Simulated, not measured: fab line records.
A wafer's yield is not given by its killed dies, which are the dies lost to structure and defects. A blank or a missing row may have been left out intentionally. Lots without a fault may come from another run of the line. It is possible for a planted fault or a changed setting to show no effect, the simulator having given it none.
fab line records :: flow n5_finfet :: part 2 of 2: steps 20 to 26 of 26
record:
  lots: 5
  wafers: 15
  last_day: 18
route steps=1938 shown BEOL_M15@1783
lots that met no fault: taken from a fault-free run of the same line
start_h: hours from the record's opening day to when the first of the lot's shown wafers began :: wait_h: time in hours since the lot's previous step :: " as in the row above :: L1.1+2: several wafers, shown together as one row :: - no value, or no start given :: * or withheld: withheld :: < > ~ a bound
route shown NAME@n: NAME is a module with steps in the file, n the number in the route of the first one :: usual: the fault-free wafers' mean and standard deviation :: same: alike in all rows :: chamber/n: place in a boat :: sites: per-site readings :: _std_site: the values' standard deviation :: _edge_site: mean of outer sites minus mean of inner sites :: radius_mm: for every site, how far away it sits from the centre of the wafer :: mask NAME#n: copy n :: behind: the tool/chamber that last shaped the wafer :: hold: cause of the lot's hold/its duration in hours/its outcome :: device: which transistor (n, p or np) failed to switch :: end of line: tests of these same wafers at the route's end :: for a step that has no rows: nothing shown but its recipe :: killed: not the wafer's yield, but the dies lost to structure and defects at the first sort :: map: a wafer's dies, marking killed ones x, the rest . and places with no die _
set.NAME: setting as actually run; set.NAME@STEP: the setting as run at that earlier step :: model.NAME: the simulator's own value behind a step, which no gauge read
certain route steps with their lots: each step a table, each wafer a row
services: when a tool's chamber went out of use (start_h, in hours from the record's first day, below 0 if earlier), for how many hours, and the reason
== steps ==
step: N5_BEOL_M15_DEVELOP_27
recipe:
  develop_time_s: 45
  rinse_liquid: diw
  dry: air_spin
  dev_temp_c: 21
usual:
  exhaust_pa: 45.2/0.85
  resist_line_temp_C: 22.99/0.1
lot.wafer: L076.3
tool: litho_track-04
chamber: 0
start_h: -
wait_h: -
exhaust_pa: 44.5
resist_line_temp_C: 23.00

lot.wafer: L076.4
tool: litho_track-04
chamber: 0
start_h: -
wait_h: -
exhaust_pa: 44.4
resist_line_temp_C: 23.06

lot.wafer: L076.5
tool: litho_track-04
chamber: 0
start_h: -
wait_h: -
exhaust_pa: 44.6
resist_line_temp_C: 22.92

lot.wafer: L078.2
tool: litho_track-01
chamber: 0
start_h: -
wait_h: -
exhaust_pa: 45.4
resist_line_temp_C: 23.01

lot.wafer: L078.5
tool: litho_track-01
chamber: 0
start_h: -
wait_h: -
exhaust_pa: 45.1
resist_line_temp_C: 22.96

lot.wafer: L078.6
tool: litho_track-01
chamber: 0
start_h: -
wait_h: -
exhaust_pa: 45.6
resist_line_temp_C: 22.97

lot.wafer: L080.1
tool: litho_track-05
chamber: 0
start_h: -
wait_h: -
exhaust_pa: 45.1
resist_line_temp_C: 22.88

lot.wafer: L080.2
tool: litho_track-05
chamber: 0
start_h: -
wait_h: -
exhaust_pa: 45.5
resist_line_temp_C: 22.95

lot.wafer: L080.4
tool: litho_track-05
chamber: 0
start_h: -
wait_h: -
exhaust_pa: 45.3
resist_line_temp_C: 22.96

lot.wafer: L082.3
tool: litho_track-01
chamber: 0
start_h: -
wait_h: -
exhaust_pa: 44.1
resist_line_temp_C: 23.02

lot.wafer: L082.4
tool: litho_track-01
chamber: 0
start_h: -
wait_h: -
exhaust_pa: 43.9
resist_line_temp_C: 23.11

lot.wafer: L082.5
tool: litho_track-01
chamber: 0
start_h: -
wait_h: -
exhaust_pa: 44.6
resist_line_temp_C: 22.98

lot.wafer: L094.3
tool: litho_track-04
chamber: 0
start_h: -
wait_h: -
exhaust_pa: 46.0
resist_line_temp_C: 23.06

lot.wafer: L094.4
tool: litho_track-04
chamber: 0
start_h: -
wait_h: -
exhaust_pa: 46.2
resist_line_temp_C: 23.01

lot.wafer: L094.6
tool: litho_track-04
chamber: 0
start_h: -
wait_h: -
exhaust_pa: 44.8
resist_line_temp_C: 23.03
step: N5_BEOL_M15_HARDBAKE_32
recipe:
  temp_c: 130
  time_s: 120
usual:
  exhaust_pa: 45.2/0.84
  resist_line_temp_C: 23.02/0.1
lot.wafer: L076.3
tool: litho_track-04
chamber: 0
start_h: -
wait_h: -
exhaust_pa: 45.7
resist_line_temp_C: 23.05

lot.wafer: L076.4
tool: litho_track-04
chamber: 0
start_h: -
wait_h: -
exhaust_pa: 45.4
resist_line_temp_C: 23.11

lot.wafer: L076.5
tool: litho_track-04
chamber: 0
start_h: -
wait_h: -
exhaust_pa: 43.9
resist_line_temp_C: 23.13

lot.wafer: L078.2
tool: litho_track-01
chamber: 0
start_h: -
wait_h: -
exhaust_pa: 46.4
resist_line_temp_C: 23.15

lot.wafer: L078.5
tool: litho_track-01
chamber: 0
start_h: -
wait_h: -
exhaust_pa: 46.2
resist_line_temp_C: 23.08

lot.wafer: L078.6
tool: litho_track-01
chamber: 0
start_h: -
wait_h: -
exhaust_pa: 45.3
resist_line_temp_C: 23.12

lot.wafer: L080.1
tool: litho_track-05
chamber: 0
start_h: -
wait_h: -
exhaust_pa: 45.3
resist_line_temp_C: 22.80

lot.wafer: L080.2
tool: litho_track-05
chamber: 0
start_h: -
wait_h: -
exhaust_pa: 45.5
resist_line_temp_C: 22.96

lot.wafer: L080.4
tool: litho_track-05
chamber: 0
start_h: -
wait_h: -
exhaust_pa: 45.8
resist_line_temp_C: 22.90

lot.wafer: L082.3
tool: litho_track-01
chamber: 0
start_h: -
wait_h: -
exhaust_pa: 44.0
resist_line_temp_C: 22.97

lot.wafer: L082.4
tool: litho_track-01
chamber: 0
start_h: -
wait_h: -
exhaust_pa: 44.5
resist_line_temp_C: 22.79

lot.wafer: L082.5
tool: litho_track-01
chamber: 0
start_h: -
wait_h: -
exhaust_pa: 44.2
resist_line_temp_C: 23.01

lot.wafer: L094.3
tool: litho_track-04
chamber: 0
start_h: -
wait_h: -
exhaust_pa: 45.9
resist_line_temp_C: 22.81

lot.wafer: L094.4
tool: litho_track-04
chamber: 0
start_h: -
wait_h: -
exhaust_pa: 44.2
resist_line_temp_C: 22.94

lot.wafer: L094.6
tool: litho_track-04
chamber: 0
start_h: -
wait_h: -
exhaust_pa: 45.6
resist_line_temp_C: 23.03
step: N5_BEOL_M15_CD_MEAS_28
recipe:
  target_cd_nm: 407.6
  landing_energy_ev: 500
  detector: se_inlens
usual:
  cd_nm: 407.1/2
lot.wafer: L076.3
tool: cd_sem-01
chamber: 0
start_h: 297.48
wait_h: -
cd_nm: 406.6

lot.wafer: L076.4
tool: cd_sem-01
chamber: 0
start_h: 297.48
wait_h: -
cd_nm: 404.9

lot.wafer: L076.5
tool: cd_sem-01
chamber: 0
start_h: 297.48
wait_h: -
cd_nm: 407.3

lot.wafer: L078.2
tool: cd_sem-02
chamber: 0
start_h: 313.16
wait_h: -
cd_nm: 409.5

lot.wafer: L078.5
tool: cd_sem-02
chamber: 0
start_h: 313.16
wait_h: -
cd_nm: 410.4

lot.wafer: L078.6
tool: cd_sem-02
chamber: 0
start_h: 313.16
wait_h: -
cd_nm: 410.3

lot.wafer: L080.1
tool: cd_sem-02
chamber: 0
start_h: 314.39
wait_h: -
cd_nm: 408.8

lot.wafer: L080.2
tool: cd_sem-02
chamber: 0
start_h: 314.39
wait_h: -
cd_nm: 406.3

lot.wafer: L080.4
tool: cd_sem-02
chamber: 0
start_h: 314.39
wait_h: -
cd_nm: 407.9

lot.wafer: L082.3
tool: cd_sem-02
chamber: 0
start_h: 333.20
wait_h: -
cd_nm: 406.1

lot.wafer: L082.4
tool: cd_sem-02
chamber: 0
start_h: 333.20
wait_h: -
cd_nm: 405.7

lot.wafer: L082.5
tool: cd_sem-02
chamber: 0
start_h: 333.20
wait_h: -
cd_nm: 408.1

lot.wafer: L094.3
tool: cd_sem-02
chamber: 0
start_h: 419.37
wait_h: -
cd_nm: 404.9

lot.wafer: L094.4
tool: cd_sem-02
chamber: 0
start_h: 419.37
wait_h: -
cd_nm: 404.7

lot.wafer: L094.6
tool: cd_sem-02
chamber: 0
start_h: 419.37
wait_h: -
cd_nm: 404.2
step: N5_BEOL_M15_OVL_MEAS_29
recipe:
  points_per_wafer: 44
usual:
  M15_OVL: -3/5.5
lot.wafer: L076.3
tool: overlay-02
chamber: 0
start_h: 297.51
wait_h: 0.0
M15_OVL[nm]: 5

lot.wafer: L076.4
tool: overlay-02
chamber: 0
start_h: 297.51
wait_h: 0.0
M15_OVL[nm]: -3

lot.wafer: L076.5
tool: overlay-02
chamber: 0
start_h: 297.51
wait_h: 0.0
M15_OVL[nm]: 3

lot.wafer: L078.2
tool: overlay-01
chamber: 0
start_h: 313.19
wait_h: 0.0
M15_OVL[nm]: 5

lot.wafer: L078.5
tool: overlay-01
chamber: 0
start_h: 313.19
wait_h: 0.0
M15_OVL[nm]: -8

lot.wafer: L078.6
tool: overlay-01
chamber: 0
start_h: 313.19
wait_h: 0.0
M15_OVL[nm]: 3

lot.wafer: L080.1
tool: overlay-02
chamber: 0
start_h: 314.42
wait_h: 0.0
M15_OVL[nm]: -3

lot.wafer: L080.2
tool: overlay-02
chamber: 0
start_h: 314.42
wait_h: 0.0
M15_OVL[nm]: 4

lot.wafer: L080.4
tool: overlay-02
chamber: 0
start_h: 314.42
wait_h: 0.0
M15_OVL[nm]: 2

lot.wafer: L082.3
tool: overlay-02
chamber: 0
start_h: 333.23
wait_h: 0.0
M15_OVL[nm]: -4

lot.wafer: L082.4
tool: overlay-02
chamber: 0
start_h: 333.23
wait_h: 0.0
M15_OVL[nm]: 0

lot.wafer: L082.5
tool: overlay-02
chamber: 0
start_h: 333.23
wait_h: 0.0
M15_OVL[nm]: -4

lot.wafer: L094.3
tool: overlay-02
chamber: 0
start_h: 419.40
wait_h: 0.0
M15_OVL[nm]: -8

lot.wafer: L094.4
tool: overlay-02
chamber: 0
start_h: 419.40
wait_h: 0.0
M15_OVL[nm]: 0

lot.wafer: L094.6
tool: overlay-02
chamber: 0
start_h: 419.40
wait_h: 0.0
M15_OVL[nm]: 1
step: N5_BEOL_M15_INSPECT_30
recipe:
  mode: adi
  inspect_instrument: macro
usual:
  raw_defect_count: 1.9/1.5
lot.wafer: L076.3
tool: defect_inspect-02
chamber: -
start_h: 297.54
wait_h: 0.0
raw_defect_count: 2

lot.wafer: L076.4
tool: defect_inspect-02
chamber: -
start_h: 297.54
wait_h: 0.0
raw_defect_count: 1

lot.wafer: L076.5
tool: defect_inspect-02
chamber: -
start_h: 297.54
wait_h: 0.0
raw_defect_count: 2

lot.wafer: L078.2
tool: defect_inspect-01
chamber: -
start_h: 313.22
wait_h: 0.0
raw_defect_count: 3

lot.wafer: L078.5
tool: defect_inspect-01
chamber: -
start_h: 313.22
wait_h: 0.0
raw_defect_count: 1

lot.wafer: L078.6
tool: defect_inspect-01
chamber: -
start_h: 313.22
wait_h: 0.0
raw_defect_count: 0

lot.wafer: L080.1
tool: defect_inspect-01
chamber: -
start_h: 314.44
wait_h: 0.0
raw_defect_count: 0

lot.wafer: L080.2
tool: defect_inspect-01
chamber: -
start_h: 314.44
wait_h: 0.0
raw_defect_count: 2

lot.wafer: L080.4
tool: defect_inspect-01
chamber: -
start_h: 314.44
wait_h: 0.0
raw_defect_count: 4

lot.wafer: L082.3
tool: defect_inspect-02
chamber: -
start_h: 333.26
wait_h: 0.0
raw_defect_count: 5

lot.wafer: L082.4
tool: defect_inspect-02
chamber: -
start_h: 333.26
wait_h: 0.0
raw_defect_count: 1

lot.wafer: L082.5
tool: defect_inspect-02
chamber: -
start_h: 333.26
wait_h: 0.0
raw_defect_count: 1

lot.wafer: L094.3
tool: defect_inspect-01
chamber: -
start_h: 419.42
wait_h: 0.0
raw_defect_count: 1

lot.wafer: L094.4
tool: defect_inspect-01
chamber: -
start_h: 419.42
wait_h: 0.0
raw_defect_count: 3

lot.wafer: L094.6
tool: defect_inspect-01
chamber: -
start_h: 419.42
wait_h: 0.0
raw_defect_count: 2
step: N5_BEOL_M15_DESCUM_33
recipe:
  chemistry: O2
  time_s: 7.9
  source_power_w: 50
  bias_power_w: 20
  pressure_mtorr: 20
  rf_frequency_hz: 2.712e+07
  temp_c: 40
  o2_flow_sccm: 225
usual:
  drypump_motor_current_A: 5.7/0.59
  o2_flow_sccm: 225.0/0.7
  oes_product_au: 0.75/0.075
  rf_vpp_V: 242.9/1.2
  showerhead_plenum_p_Torr: 2.08/0.065
  throttle_valve_pct: 20.6/0.31
lot.wafer: L076.3
tool: rie_diel-04
chamber: 3
start_h: 297.74
wait_h: 0.2
drypump_motor_current_A: 6.0
o2_flow_sccm: 225.8
oes_product_au: 0.72
rf_hours_counter_h: 204
rf_vpp_V: 242.5
showerhead_plenum_p_Torr: 2.06
throttle_valve_pct: 20.5

lot.wafer: L076.4
tool: rie_diel-04
chamber: 0
start_h: 297.74
wait_h: 0.2
drypump_motor_current_A: 5.9
o2_flow_sccm: 225.4
oes_product_au: 0.68
rf_hours_counter_h: 247
rf_vpp_V: 244.6
showerhead_plenum_p_Torr: 2.14
throttle_valve_pct: 20.3

lot.wafer: L076.5
tool: rie_diel-04
chamber: 0
start_h: 297.74
wait_h: 0.2
drypump_motor_current_A: 5.9
o2_flow_sccm: 224.4
oes_product_au: 0.68
rf_hours_counter_h: -
rf_vpp_V: 243.3
showerhead_plenum_p_Torr: 2.14
throttle_valve_pct: 20.3

lot.wafer: L078.2
tool: rie_diel-04
chamber: 2
start_h: 313.25
wait_h: 0.0
drypump_motor_current_A: 5.2
o2_flow_sccm: 225.9
oes_product_au: 0.88
rf_hours_counter_h: 35
rf_vpp_V: 242.0
showerhead_plenum_p_Torr: 2.04
throttle_valve_pct: 20.2

lot.wafer: L078.5
tool: rie_diel-04
chamber: 1
start_h: 313.25
wait_h: 0.0
drypump_motor_current_A: 6.1
o2_flow_sccm: 225.3
oes_product_au: 0.75
rf_hours_counter_h: -
rf_vpp_V: 241.7
showerhead_plenum_p_Torr: 1.99
throttle_valve_pct: 20.8

lot.wafer: L078.6
tool: rie_diel-04
chamber: 3
start_h: 313.25
wait_h: 0.0
drypump_motor_current_A: 5.9
o2_flow_sccm: 224.6
oes_product_au: 0.72
rf_hours_counter_h: -
rf_vpp_V: 243.8
showerhead_plenum_p_Torr: 2.06
throttle_valve_pct: 20.5

lot.wafer: L080.1
tool: rie_diel-03
chamber: 1
start_h: 314.48
wait_h: 0.0
drypump_motor_current_A: 6.1
o2_flow_sccm: 225.2
oes_product_au: 0.69
rf_hours_counter_h: 230
rf_vpp_V: 243.7
showerhead_plenum_p_Torr: 2.17
throttle_valve_pct: 20.8

lot.wafer: L080.2
tool: rie_diel-03
chamber: 0
start_h: 314.48
wait_h: 0.0
drypump_motor_current_A: 5.0
o2_flow_sccm: 224.0
oes_product_au: 0.69
rf_hours_counter_h: 197
rf_vpp_V: 242.9
showerhead_plenum_p_Torr: 2.09
throttle_valve_pct: 20.9

lot.wafer: L080.4
tool: rie_diel-03
chamber: 2
start_h: 314.48
wait_h: 0.0
drypump_motor_current_A: 4.7
o2_flow_sccm: 224.9
oes_product_au: 0.73
rf_hours_counter_h: 188
rf_vpp_V: 244.4
showerhead_plenum_p_Torr: 2.17
throttle_valve_pct: 20.9

lot.wafer: L082.3
tool: rie_diel-03
chamber: 2
start_h: 333.47
wait_h: 0.2
drypump_motor_current_A: 4.7
o2_flow_sccm: 225.3
oes_product_au: 0.73
rf_hours_counter_h: 195
rf_vpp_V: 243.6
showerhead_plenum_p_Torr: 2.17
throttle_valve_pct: 20.9

lot.wafer: L082.4
tool: rie_diel-03
chamber: 0
start_h: 333.47
wait_h: 0.2
drypump_motor_current_A: 5.0
o2_flow_sccm: 225.6
oes_product_au: 0.69
rf_hours_counter_h: 203
rf_vpp_V: 241.8
showerhead_plenum_p_Torr: 2.08
throttle_valve_pct: 20.9

lot.wafer: L082.5
tool: rie_diel-03
chamber: 1
start_h: 333.47
wait_h: 0.2
drypump_motor_current_A: 6.1
o2_flow_sccm: 225.5
oes_product_au: 0.70
rf_hours_counter_h: -
rf_vpp_V: 243.5
showerhead_plenum_p_Torr: 2.17
throttle_valve_pct: 20.8

lot.wafer: L094.3
tool: rie_diel-03
chamber: 1
start_h: 419.46
wait_h: 0.0
drypump_motor_current_A: 6.1
o2_flow_sccm: 226.0
oes_product_au: 0.97
rf_hours_counter_h: 7
rf_vpp_V: 244.7
showerhead_plenum_p_Torr: 2.16
throttle_valve_pct: 20.4

lot.wafer: L094.4
tool: rie_diel-03
chamber: 3
start_h: 419.46
wait_h: 0.0
drypump_motor_current_A: 6.4
o2_flow_sccm: 226.1
oes_product_au: 0.77
rf_hours_counter_h: 141
rf_vpp_V: 242.7
showerhead_plenum_p_Torr: 2.02
throttle_valve_pct: 20.5

lot.wafer: L094.6
tool: rie_diel-03
chamber: 1
start_h: 419.46
wait_h: 0.0
drypump_motor_current_A: 6.1
o2_flow_sccm: 224.8
oes_product_au: 0.96
rf_hours_counter_h: -
rf_vpp_V: 242.5
showerhead_plenum_p_Torr: 2.16
throttle_valve_pct: 20.4
step: N5_BEOL_M15_ETCH_61
recipe:
  chemistry: N2/H2
  target: BARC
  target_depth_a: 890
  overetch_a: 267
  time_s: 67.9
  ion_energy_ev: 200
  pressure_mtorr: 30
  source_w: 840
  bias_w: 150
  n2_flow_sccm: 200
  h2_flow_sccm: 200
usual:
  drypump_motor_current_A: 5.7/0.59
  oes_product_au: 0.65/0.06
  rf_vpp_V: 523.4/2.3
  showerhead_plenum_p_Torr: 2.53/0.072
  throttle_valve_pct: 18.1/0.33
lot.wafer: L076.3
tool: rie_diel-04
chamber: 3
start_h: 297.78
wait_h: 0.0
drypump_motor_current_A: 5.9
oes_product_au: 0.61
rf_hours_counter_h: 204
rf_vpp_V: 523.0
showerhead_plenum_p_Torr: 2.53
throttle_valve_pct: 18.1

lot.wafer: L076.4
tool: rie_diel-04
chamber: 0
start_h: 297.78
wait_h: 0.0
drypump_motor_current_A: 5.9
oes_product_au: 0.58
rf_hours_counter_h: 247
rf_vpp_V: 525.5
showerhead_plenum_p_Torr: 2.61
throttle_valve_pct: 17.8

lot.wafer: L076.5
tool: rie_diel-04
chamber: 0
start_h: 297.78
wait_h: 0.0
drypump_motor_current_A: 5.9
oes_product_au: 0.58
rf_hours_counter_h: -
rf_vpp_V: 526.0
showerhead_plenum_p_Torr: 2.61
throttle_valve_pct: 17.8

lot.wafer: L078.2
tool: rie_diel-04
chamber: 2
start_h: 313.28
wait_h: 0.0
drypump_motor_current_A: 5.2
oes_product_au: 0.74
rf_hours_counter_h: 35
rf_vpp_V: 521.3
showerhead_plenum_p_Torr: 2.50
throttle_valve_pct: 17.8

lot.wafer: L078.5
tool: rie_diel-04
chamber: 1
start_h: 313.28
wait_h: 0.0
drypump_motor_current_A: 6.1
oes_product_au: 0.65
rf_hours_counter_h: -
rf_vpp_V: 521.5
showerhead_plenum_p_Torr: 2.45
throttle_valve_pct: 18.5

lot.wafer: L078.6
tool: rie_diel-04
chamber: 3
start_h: 313.28
wait_h: 0.0
drypump_motor_current_A: 6.0
oes_product_au: 0.61
rf_hours_counter_h: -
rf_vpp_V: 522.8
showerhead_plenum_p_Torr: 2.52
throttle_valve_pct: 18.1

lot.wafer: L080.1
tool: rie_diel-03
chamber: 1
start_h: 314.51
wait_h: 0.0
drypump_motor_current_A: 6.1
oes_product_au: 0.61
rf_hours_counter_h: 230
rf_vpp_V: 527.4
showerhead_plenum_p_Torr: 2.62
throttle_valve_pct: 18.1

lot.wafer: L080.2
tool: rie_diel-03
chamber: 0
start_h: 314.51
wait_h: 0.0
drypump_motor_current_A: 5.0
oes_product_au: 0.60
rf_hours_counter_h: 197
rf_vpp_V: 523.5
showerhead_plenum_p_Torr: 2.54
throttle_valve_pct: 18.4

lot.wafer: L080.4
tool: rie_diel-03
chamber: 2
start_h: 314.51
wait_h: 0.0
drypump_motor_current_A: 4.7
oes_product_au: 0.62
rf_hours_counter_h: 189
rf_vpp_V: 526.6
showerhead_plenum_p_Torr: 2.63
throttle_valve_pct: 18.2

lot.wafer: L082.3
tool: rie_diel-03
chamber: 2
start_h: 333.50
wait_h: 0.0
drypump_motor_current_A: 4.7
oes_product_au: 0.63
rf_hours_counter_h: 195
rf_vpp_V: 526.2
showerhead_plenum_p_Torr: 2.63
throttle_valve_pct: 18.3

lot.wafer: L082.4
tool: rie_diel-03
chamber: 0
start_h: 333.50
wait_h: 0.0
drypump_motor_current_A: 5.0
oes_product_au: 0.60
rf_hours_counter_h: 203
rf_vpp_V: 523.2
showerhead_plenum_p_Torr: 2.54
throttle_valve_pct: 18.4

lot.wafer: L082.5
tool: rie_diel-03
chamber: 1
start_h: 333.50
wait_h: 0.0
drypump_motor_current_A: 6.1
oes_product_au: 0.61
rf_hours_counter_h: -
rf_vpp_V: 526.4
showerhead_plenum_p_Torr: 2.62
throttle_valve_pct: 18.1

lot.wafer: L094.3
tool: rie_diel-03
chamber: 1
start_h: 419.49
wait_h: 0.0
drypump_motor_current_A: 6.1
oes_product_au: 0.81
rf_hours_counter_h: 7
rf_vpp_V: 526.5
showerhead_plenum_p_Torr: 2.61
throttle_valve_pct: 17.7

lot.wafer: L094.4
tool: rie_diel-03
chamber: 3
start_h: 419.49
wait_h: 0.0
drypump_motor_current_A: 6.4
oes_product_au: 0.66
rf_hours_counter_h: 141
rf_vpp_V: 521.0
showerhead_plenum_p_Torr: 2.44
throttle_valve_pct: 17.8

lot.wafer: L094.6
tool: rie_diel-03
chamber: 1
start_h: 419.49
wait_h: 0.0
drypump_motor_current_A: 6.1
oes_product_au: 0.81
rf_hours_counter_h: -
rf_vpp_V: 526.3
showerhead_plenum_p_Torr: 2.61
throttle_valve_pct: 17.7
== services ==
tool: krf_scanner-02
chamber: -
start_h: 276.57
hours: 0.8
kind: pm

tool: krf_scanner-02
chamber: -
start_h: 277.61
hours: 3.6
kind: pm

tool: rie_diel-01
chamber: 3
start_h: 288.09
hours: 4.2
kind: repair

tool: krf_scanner-01
chamber: -
start_h: 291.47
hours: 0.2
kind: repair

tool: krf_scanner-01
chamber: -
start_h: 300.85
hours: 1.3
kind: pm

tool: krf_scanner-02
chamber: -
start_h: 303.59
hours: 4.0
kind: pm

tool: rie_diel-04
chamber: 0
start_h: 309.05
hours: -
kind: clean

tool: rie_diel-04
chamber: 0
start_h: 309.05
hours: -
kind: consumable_replace:focus_ring

tool: rie_diel-04
chamber: 0
start_h: 309.05
hours: 30.9
kind: scheduled_down

tool: rie_diel-04
chamber: 0
start_h: 309.05
hours: 30.9
kind: vent_cycle

tool: krf_scanner-01
chamber: -
start_h: 314.16
hours: 1.8
kind: repair

tool: krf_scanner-02
chamber: -
start_h: 319.79
hours: 0.5
kind: repair

tool: krf_scanner-01
chamber: -
start_h: 329.55
hours: 1.0
kind: pm

tool: krf_scanner-02
chamber: -
start_h: 330.59
hours: 1.0
kind: pm

tool: krf_scanner-02
chamber: -
start_h: 345.29
hours: 1.3
kind: pm

tool: litho_track-01
chamber: -
start_h: 348.97
hours: -
kind: consumable_replace:filter

tool: rie_diel-04
chamber: 1
start_h: 360.52
hours: 12.7
kind: repair

tool: rie_diel-01
chamber: 0
start_h: 369.92
hours: 15.6
kind: repair

tool: rie_diel-01
chamber: 3
start_h: 388.99
hours: 2.6
kind: repair

tool: rie_diel-01
chamber: 2
start_h: 401.92
hours: 6.6
kind: repair

tool: rie_diel-01
chamber: 3
start_h: 404.40
hours: 2.4
kind: repair

tool: rie_diel-01
chamber: 1
start_h: 411.12
hours: 6.8
kind: repair

tool: krf_scanner-01
chamber: -
start_h: 411.95
hours: 0.8
kind: pm

tool: rie_diel-04
chamber: 2
start_h: 415.57
hours: 6.4
kind: repair
